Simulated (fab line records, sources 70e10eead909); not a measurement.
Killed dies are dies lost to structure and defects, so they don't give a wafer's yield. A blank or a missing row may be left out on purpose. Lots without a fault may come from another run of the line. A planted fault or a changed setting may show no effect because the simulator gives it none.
fab line records | flow nand_harc
record lots=6 wafers=18 last_day=26
route steps=1159 shown A_STAIRCASE@549 END@1159
lots that met no fault: from a run of the same line without faults
start_h: hours from the record's first day to the start of the lot's first wafer shown | wait_h: hours since the lot's step before | " the same as in the row above | L1.1+2: a row that stands for several wafers | - no value, or no start given | * or withheld: withheld | < > ~ a bound
route shown NAME@n: a module of which the file shows steps, and the number in the route of the first | usual: mean/standard deviation of fault-free wafers | same: alike in all rows | chamber/n: place in a boat | sites: the reading at each site | _std_site: their standard deviation | _edge_site: outer sites' mean less inner sites' | radius_mm: how far each site lies from the wafer's centre | mask NAME#n: copy n | behind: the tool/chamber that last shaped the wafer | hold: why the lot was held/for how many hours/how that ended | device: the transistor (n, p or np) that didn't switch | end of line: the same wafers' tests at the end of the route | a step without rows: its recipe alone | killed: dies lost to structure and defects at the first sort, not the wafer's yield | map: a wafer's dies, x killed, . not, _ none there
set.NAME: the setting as run; set.NAME@STEP: as run at that earlier step | model.NAME: the simulator's own value behind a step, which no gauge read
lots at some steps of the route; a table a step, a row a wafer
services: from which hour (start_h, from the record's first day; less than 0 if before it) a tool's chamber was out of use, for how many hours, and why
## steps
# step NHARC_A_STAIRCASE_ETCH_13
# recipe target_depth_a=1000 time_s=40.5 ion_energy_ev=400 c4f8_flow_sccm=20 o2_flow_sccm=10 ar_flow_sccm=withheld rf_w=600 bias_w=1000 chemistry=C4F8/O2
# step NHARC_A_STAIRCASE_TRIM_14
# recipe time_s=211.2 o2_flow_sccm=500 ar_flow_sccm=0 bias_w=0 chemistry=O2
# usual drypump_motor_current_A=5.9/0.58 oes_product_au=1.003/0.01 rf_vpp_V=58.0/0.88 run_length_s=232.1/0.45 showerhead_plenum_p_Torr=3.58/0.13 throttle_valve_pct=17.035/0.0088
# columns lot.wafer tool chamber start_h wait_h drypump_motor_current_A oes_product_au rf_hours_counter_h rf_vpp_V run_length_s showerhead_plenum_p_Torr throttle_valve_pct
L503.4 rie_diel-07 1 - - 4.8 1.002 3 59.2 232.0 3.44 17.037
L503.2 " 3 " " 5.6 0.991 3 58.7 231.8 3.77 17.027
L503.5 " 1 " " 4.8 0.999 - 57.2 231.9 3.44 17.045
L509.2 rie_diel-12 2 - - 6.2 0.987 22 59.3 231.8 3.71 17.031
L509.4 " 3 " " 6.0 1.003 24 58.2 232.2 3.62 17.028
L509.1 " 0 " " 5.7 1.015 26 58.0 232.5 3.50 17.038
L510.2 rie_diel-07 0 - - 6.7 0.987 19 58.0 231.8 3.41 17.030
L510.4 " 2 " " 5.9 0.991 18 58.7 232.4 3.69 17.041
L510.6 " 3 " " 5.6 0.997 - 58.0 231.5 3.77 17.044
L511.4 rie_diel-11 0 - - 5.8 1.009 37 57.8 231.9 3.57 17.033
L511.2 " 1 " " 5.5 0.987 36 58.9 231.5 3.68 17.043
L511.5 " 2 " " 5.5 1.001 - 56.9 232.0 3.29 17.036
L512.2 rie_diel-12 0 - - 5.7 1.011 40 55.7 233.1 3.49 17.014
L512.1 " 2 " " 6.2 0.979 34 58.6 231.9 3.70 17.018
L512.5 " 0 " " 5.7 1.005 - 58.1 232.9 3.49 17.050
L520.1 rie_diel-11 3 - - 6.6 1.006 54 57.8 232.3 3.60 17.030
L520.2 " 1 " " 5.5 0.987 61 58.8 231.8 3.66 17.035
L520.3 " 2 " " 5.5 1.009 62 57.6 232.5 3.28 17.028
# step NHARC_A_STAIRCASE_ETCH_15
# recipe target_depth_a=1000 time_s=40.5 ion_energy_ev=400 c4f8_flow_sccm=20 o2_flow_sccm=10 ar_flow_sccm=withheld rf_w=600 bias_w=1000 chemistry=C4F8/O2
# usual oes_product_au=0.942/0.014 rf_vpp_V=898/4.9
# columns lot.wafer tool chamber start_h wait_h oes_product_au rf_hours_counter_h rf_vpp_V
L503.2 rie_diel-07 2 - - 0.945 3 901
L503.4 " 1 " " 0.937 3 893
L503.5 " 3 " " 0.951 - 905
L509.1 rie_diel-12 1 - - 0.947 25 900
L509.2 " 3 " " 0.957 24 899
L509.4 " 0 " " 0.967 27 896
L510.4 rie_diel-07 1 - - 0.947 20 893
L510.2 " 2 " " 0.950 19 902
L510.6 " 0 " " 0.925 - 891
L511.4 rie_diel-11 3 - - 0.933 38 898
L511.2 " 0 " " 0.949 37 897
L511.5 " 1 " " 0.939 - 901
L512.1 rie_diel-12 0 - - 0.939 40 894
L512.2 " 3 " " 0.959 36 899
L512.5 " 0 " " 0.951 - 895
L520.3 rie_diel-11 2 - - 0.948 62 886
L520.2 " 3 " " 0.937 55 900
L520.1 " 1 " " 0.935 61 902
# step NHARC_A_STAIRCASE_TRIM_16
# recipe time_s=211.2 o2_flow_sccm=500 ar_flow_sccm=0 bias_w=0 chemistry=O2
# usual drypump_motor_current_A=5.9/0.56 oes_product_au=1.004/0.0093 rf_vpp_V=58.0/0.93 run_length_s=232.1/0.44 showerhead_plenum_p_Torr=3.58/0.13 throttle_valve_pct=17.036/0.008
# columns lot.wafer tool chamber start_h wait_h drypump_motor_current_A oes_product_au rf_hours_counter_h rf_vpp_V run_length_s showerhead_plenum_p_Torr throttle_valve_pct
L503.4 rie_diel-07 1 - - 4.7 1.015 3 57.3 231.8 3.44 17.046
L503.2 " 2 " " 6.0 1.015 3 60.2 232.0 3.70 17.041
L503.5 " 1 " " 4.8 1.008 - 57.4 232.2 3.44 17.031
L509.4 rie_diel-12 2 - - 6.3 0.998 23 58.9 232.2 3.71 17.048
L509.1 " 0 " " 5.7 1.023 27 58.1 232.5 3.50 17.037
L509.2 " 1 " " 5.9 0.999 25 57.6 233.0 3.63 17.033
L510.4 rie_diel-07 1 - - 4.8 1.009 20 57.0 231.9 3.43 17.029
L510.2 " 3 " " 5.6 1.001 18 57.6 231.6 3.77 17.047
L510.6 " 1 " " 4.8 1.007 - 58.8 232.7 3.43 17.043
L511.4 rie_diel-11 0 - - 5.8 1.020 37 57.3 231.9 3.57 17.030
L511.2 " 2 " " 5.5 1.005 37 58.1 232.1 3.29 17.041
L511.5 " 0 " " 5.8 1.023 - 56.8 231.9 3.57 17.023
L512.2 rie_diel-12 0 - - 5.7 1.006 40 56.9 232.7 3.49 17.027
L512.1 " 1 " " 5.9 0.995 38 57.4 233.0 3.63 17.036
L512.5 " 2 " " 6.2 1.000 - 58.4 231.9 3.70 17.043
L520.3 rie_diel-11 2 - - 5.5 0.994 62 58.2 232.4 3.28 17.036
L520.2 " 3 " " 6.6 0.994 55 58.4 232.3 3.60 17.041
L520.1 " 1 " " 5.5 0.984 62 59.4 232.0 3.66 17.039
# step NHARC_A_STAIRCASE_ETCH_17
# recipe target_depth_a=1000 time_s=40.5 ion_energy_ev=400 c4f8_flow_sccm=20 o2_flow_sccm=10 ar_flow_sccm=withheld rf_w=600 bias_w=1000 chemistry=C4F8/O2
# step NHARC_A_STAIRCASE_TRIM_18
# recipe time_s=211.2 o2_flow_sccm=500 ar_flow_sccm=0 bias_w=0 chemistry=O2
# step NHARC_A_STAIRCASE_ETCH_19
# recipe target_depth_a=1000 time_s=40.5 ion_energy_ev=400 c4f8_flow_sccm=20 o2_flow_sccm=10 ar_flow_sccm=withheld rf_w=600 bias_w=1000 chemistry=C4F8/O2
# step NHARC_A_STAIRCASE_TRIM_20
# recipe time_s=211.2 o2_flow_sccm=500 ar_flow_sccm=0 bias_w=0 chemistry=O2
# usual drypump_motor_current_A=5.9/0.45 oes_product_au=1.003/0.009 rf_vpp_V=58.0/0.9 run_length_s=232.2/0.47 showerhead_plenum_p_Torr=3.57/0.13 throttle_valve_pct=17.036/0.0088
# columns lot.wafer tool chamber start_h wait_h drypump_motor_current_A oes_product_au rf_hours_counter_h rf_vpp_V run_length_s showerhead_plenum_p_Torr throttle_valve_pct
L503.2 rie_diel-12 3 247.65 0.1 6.0 1.002 16 57.3 232.0 3.63 17.027
L503.4 " 2 " " 6.3 0.995 13 59.1 231.9 3.71 17.025
L503.5 " 3 " " 6.0 0.995 - 58.2 232.2 3.63 17.041
L509.1 rie_diel-11 3 279.39 0.1 6.6 0.999 29 58.6 232.3 3.62 17.024
L509.4 " 0 " " 5.8 1.012 28 57.2 232.2 3.57 17.020
L509.2 " 1 " " 5.6 0.995 28 58.8 231.5 3.68 17.036
L510.4 rie_diel-11 3 291.30 0.1 6.6 1.002 35 56.2 232.9 3.61 17.038
L510.2 " 1 " " 5.5 0.992 34 55.8 231.6 3.68 17.047
L510.6 " 0 " " 5.8 1.000 - 57.9 231.6 3.57 17.037
L511.4 rie_diel-11 1 301.86 0.1 5.5 0.994 37 58.4 231.5 3.68 17.027
L511.2 " 3 " " 6.6 1.003 38 58.7 232.7 3.61 17.037
L511.5 " 2 " " 5.5 0.998 - 58.3 232.6 3.29 17.039
L512.2 rie_diel-12 1 316.95 0.1 6.0 0.997 38 57.0 232.9 3.63 17.029
L512.1 " 0 " " 5.7 1.002 40 57.9 232.7 3.49 17.039
L512.5 " 1 " " 5.9 0.994 - 60.1 232.8 3.63 17.043
L520.2 rie_diel-12 0 360.42 0.1 5.7 1.012 55 57.3 232.5 3.49 17.044
L520.1 " 2 " " 6.2 0.993 48 57.7 232.0 3.69 17.029
L520.3 " 3 " " 6.0 1.005 50 58.5 232.1 3.61 17.040
# step NHARC_A_STAIRCASE_ETCH_21
# recipe target_depth_a=1000 time_s=40.5 ion_energy_ev=400 c4f8_flow_sccm=20 o2_flow_sccm=10 ar_flow_sccm=withheld rf_w=600 bias_w=1000 chemistry=C4F8/O2
# step NHARC_A_STAIRCASE_TRIM_22
# recipe time_s=211.2 o2_flow_sccm=500 ar_flow_sccm=0 bias_w=0 chemistry=O2
# step NHARC_A_STAIRCASE_ETCH_23
# recipe target_depth_a=1000 time_s=40.5 ion_energy_ev=400 c4f8_flow_sccm=20 o2_flow_sccm=10 ar_flow_sccm=withheld rf_w=600 bias_w=1000 chemistry=C4F8/O2
# usual oes_product_au=0.946/0.013 rf_vpp_V=898/4.6
# columns lot.wafer tool chamber start_h wait_h oes_product_au rf_hours_counter_h rf_vpp_V
L503.2 rie_diel-12 1 - - 0.953 15 900
L503.4 " 3 " " 0.935 16 899
L503.5 " 1 " " 0.950 - 899
L509.4 rie_diel-11 1 - - 0.956 28 900
L509.1 " 2 " " 0.960 29 887
L509.2 " 3 " " 0.951 30 899
L510.4 rie_diel-11 0 - - 0.954 34 899
L510.2 " 2 " " 0.932 35 888
L510.6 " 0 " " 0.933 - 895
L511.4 rie_diel-11 3 - - 0.959 38 899
L511.2 " 0 " " 0.947 38 897
L511.5 " 0 " " 0.951 - 897
L512.2 rie_diel-12 2 - - 0.945 34 903
L512.1 " 1 " " 0.930 38 899
L512.5 " 2 " " 0.928 - 902
L520.2 rie_diel-12 1 - - 0.928 53 899
L520.1 " 2 " " 0.916 48 902
L520.3 " 0 " " 0.955 55 895
# step NHARC_A_STAIRCASE_TRIM_24
# recipe time_s=211.2 o2_flow_sccm=500 ar_flow_sccm=0 bias_w=0 chemistry=O2
# usual drypump_motor_current_A=5.9/0.43 oes_product_au=1.003/0.011 rf_vpp_V=57.8/0.93 run_length_s=232.1/0.43 showerhead_plenum_p_Torr=3.58/0.13 throttle_valve_pct=17.037/0.0094
# columns lot.wafer tool chamber start_h wait_h drypump_motor_current_A oes_product_au rf_hours_counter_h rf_vpp_V run_length_s showerhead_plenum_p_Torr throttle_valve_pct
L503.2 rie_diel-12 0 248.24 - 5.7 1.028 16 57.5 233.0 3.51 17.048
L503.4 " 1 " " 5.9 1.016 15 59.3 233.2 3.64 17.034
L503.5 " 3 " " 6.0 1.003 - 56.9 232.2 3.63 17.031
L509.2 rie_diel-11 0 279.87 - 5.8 1.007 29 56.7 231.6 3.57 17.043
L509.1 " 1 " " 5.5 1.000 28 57.5 231.5 3.68 17.063
L509.4 " 2 " " 5.5 1.006 29 57.6 232.0 3.29 17.047
L510.2 rie_diel-11 2 291.97 - 5.5 1.002 35 55.7 232.4 3.29 17.045
L510.4 " 1 " " 5.5 0.996 34 58.0 231.5 3.68 17.030
L510.6 " 3 " " 6.6 1.006 - 60.3 154.7 3.61 17.024
L511.2 rie_diel-11 0 302.37 - 5.8 1.015 38 56.7 231.8 3.57 17.036
L511.4 " 1 " " 5.5 0.989 37 60.8 231.4 3.68 17.033
L511.5 " 1 " " 5.5 0.998 - 57.8 154.0 3.68 17.053
L512.1 rie_diel-12 1 317.46 - 5.9 0.995 39 57.8 232.8 3.62 17.046
L512.2 " 0 " " 5.7 1.007 40 57.8 232.7 3.49 17.041
L512.5 " 2 " " 6.2 0.990 - 57.8 232.1 3.70 17.039
L520.1 rie_diel-12 3 361.12 - 6.0 0.996 50 59.0 232.6 3.61 17.050
L520.3 " 0 " " 5.7 1.016 55 56.5 232.5 3.49 17.030
L520.2 " 1 " " 5.9 1.011 53 57.2 232.8 3.62 17.044
# step NHARC_A_STAIRCASE_ETCH_25
# recipe target_depth_a=1000 time_s=40.5 ion_energy_ev=400 c4f8_flow_sccm=20 o2_flow_sccm=10 ar_flow_sccm=withheld rf_w=600 bias_w=1000 chemistry=C4F8/O2
# step NHARC_END_SORT_01
# recipe temp_c=25
# usual killed_at_array=27/12 killed_at_other=0.9/1.1 killed_at_periphery=3.2/2.4 killed_dies=31/12 killed_open=3.3/1.7 killed_short=2.0/1.6
# same gross_dies=677
# columns lot.wafer tool chamber start_h wait_h killed_at_array killed_at_other killed_at_periphery killed_dies killed_open killed_short
L511.5 prober-02 0 574.44 3.7 495 1 6 502 5 1
L510.6 prober-01 0 575.33 3.9 557 3 2 562 4 1
# killed by level:class
L511.5 A_STAIRCASE:area_trim=456 A_CHANNEL_HOLE_D1:chamber_film_flake=15 A_SLIT:chamber_film_flake=12 A_CONTACT:chamber_film_flake=5 P_ZERO_WELL:chamber_film_flake=3 A_CONTACT:geometric_particle:open=2 A_STAIRCASE:chamber_film_flake=2 P_CONTACT:geometric_particle:short=1
L510.6 A_STAIRCASE:area_trim=533 A_CHANNEL_HOLE_D1:chamber_film_flake=17 A_STAIRCASE:chamber_film_flake=3 THIN_TSV:chamber_film_flake=3 P_CONTACT:geometric_particle:open=1 P_M0:geometric_particle:short=1 A_WL_FILL:geometric_particle:open=1 A_CONTACT:geometric_particle:open=1
# map L510.6 (x killed, . not)
____________.____________
_________xxxxxxx_________
_______xxxxxxxx..x_______
______x.x.xxx.xxxxx______
_____xx.xxxxxx.xx..x_____
____x.x..xxxxxx.xxxxx____
____xx..xxxxxxx..xxxx____
___xx.xxxxxxxx.xxxxxxx___
___xxxxxxx.x.xxxxxxx.x___
__.xx..xxxxxxx.xx.xxxxx__
__.x.xxxxxx.xx.xxxxxx.x__
_xxxxx.xxx.xxxx.x..xx..._
_xxxx.xxxxxxxxxxx.xxxxxx_
_xx.xx..xxxx.xxxxxxxxxxx_
_..xxxxxx.xxxxxxxxxxx.xx_
_xxx..xx.xxxxxxx.xxxxx.._
xxxxxxxxxxxxxxxxxxxxxxx.x
.xxx.xxxxxxx.xxxxx.x...x.
xxxxxxxxxx..xxxxx.xx....x
.xxxxxxxxxxxxxxxxxxxxxxxx
xxxxxxxx.xxxxxx.xxxxxxxxx
_xxxxxxxxxxxxxxxxxxx.xxx_
_xxxx.xx.xxx.x..xxxxxxxx_
_xxx.xxx.xxxxxxxxxxxxx.._
_x...xx.xxx.xxxxxxxxxxxx_
_xxxx.x.xxxxxxxxxxxxxxx._
__.xxxxxxx.x.xxxxxxx.xx__
__.xxxxxxxxxxxxxxxxxxxx__
___xxxx.xxxxxxxxxxxxxx___
___xxxx.xxxxxxxxxxxxxx___
____x.x.xxxxxx.x..xxx____
____xxx.xxx.x.xxxxxxx____
_____xxxxxxxxxxxx.xx_____
______x.x.xxxxxxxxx______
_______xxx.xxxxxxx_______
_________xx..xxx_________
____________x____________
# map L511.5 (x killed, . not)
____________.____________
_________xxxxxxx_________
_______.xxxxxxxxxx_______
______xxx.xxxx.xxxx______
_____x..x.xxx.xxx.xx_____
____xxxx..xxxxxxxxxxx____
____x.x.xx..xxxxxxxxx____
___.xxx.x.xxxxx.xxxxxx___
___.xx.xx..xxxxxxxxxxx___
__xxx.xxx...xxxxxxxxxxx__
__xx..xx....xxxxx.xxxxx__
_.xx.xxx....xxxx.xxxxxxx_
_x....x....x..xxxx.xxxxx_
_xx.xx.......xx.xxxxxxxx_
_x..x.xx..xx..x....xxxxx_
_..x.x...xx..x....xxxxxx_
xxxx..x..x..x...x...x..xx
.x..xxx....xx.xx..xxxxxxx
xx.xx.x.x.x...x..x.xxxxxx
xx.x.x......xx.x..xxxxxxx
.xx.x.xx.x...xx..xx.xxxxx
_xxxx.xx...x..x.xxxxxxxx_
_xxxx.xx...xx..xxxxxxxxx_
_xxxx.xxxx.xxx...xxxxxxx_
_xxxxx.xxxxx.xx.xxxxxxxx_
_xxxx.xxx.xx.xxxxxxxxxxx_
__xxxxxxxxx..xxx.xxxxxx__
__xxxx.xx.xxxxxxxxxxxxx__
___xxxxxxxxxxxxx.xxxxx___
___xxxxxxxxxxxxxxxxxxx___
____xxxx.x.x.xxx.xxxx____
____xxxxxxx.xxxxxxxxx____
_____x.xxxxxxxxxxxxx_____
______xxxxxxxxxxxxx______
_______xxxxxxxxxxx_______
_________xxxxxxx_________
____________x____________
## services
# columns tool chamber start_h hours kind
rie_diel-11 0 223.04 - clean
rie_diel-11 1 223.04 - clean
rie_diel-11 2 223.04 - clean
rie_diel-11 3 223.04 - clean
rie_diel-07 - 228.26 9.0 pm
rie_diel-12 0 236.30 - clean
rie_diel-12 1 236.30 - clean
rie_diel-12 2 236.30 - clean
rie_diel-12 3 236.30 - clean
rie_diel-11 0 247.59 - clean
rie_diel-11 1 247.59 - clean
rie_diel-11 2 247.59 - clean
rie_diel-11 3 247.59 - clean
rie_diel-12 3 258.47 5.0 repair
rie_diel-12 0 260.90 - clean
rie_diel-12 1 260.90 - clean
rie_diel-12 2 260.90 - clean
rie_diel-11 0 272.09 - clean
rie_diel-11 1 272.09 - clean
rie_diel-11 2 272.09 - clean
rie_diel-11 3 272.09 - clean
rie_diel-12 0 285.40 - clean
rie_diel-11 3 302.78 6.8 repair
rie_diel-11 0 353.65 4.1 repair
## key
first_sign step=NHARC_A_STAIRCASE_TRIM_24 reading=run_length_s direction=down sigmas=99+ usual=* struck=*
effect step=NHARC_END_SORT_01 reading=killed_dies direction=up sigmas=43 usual=31 struck=532
more_kills_born_at NHARC_A_STAIRCASE_TRIM_24@rie_diel-11=989
met_at NHARC_A_STAIRCASE_TRIM_24
struck_wafers L510.6,L511.5
later_rows_left_out L510.6,L511.5
tester_left_out L510,L511
fault kind=process_parameter_drift tool=rie_diel-11 chamber=- onset_h=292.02 steps=NHARC_A_STAIRCASE_TRIM_24 channel=time_s offset=* shape=step end_h=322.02 scope=struck_wafers_only acts_in=* stated=*
# tester_left_out: of these lots the tester's yield and bins aren't shown, on N5 and GAA mostly nor the transistor test; their killed dies are dies lost to structure and defects alone, not to doping, threshold or leakage, so they don't give the yield
# later_rows_left_out: the simulator's readings of these wafers behind a module that went badly wrong aren't trusted and aren't shown, but for the sort
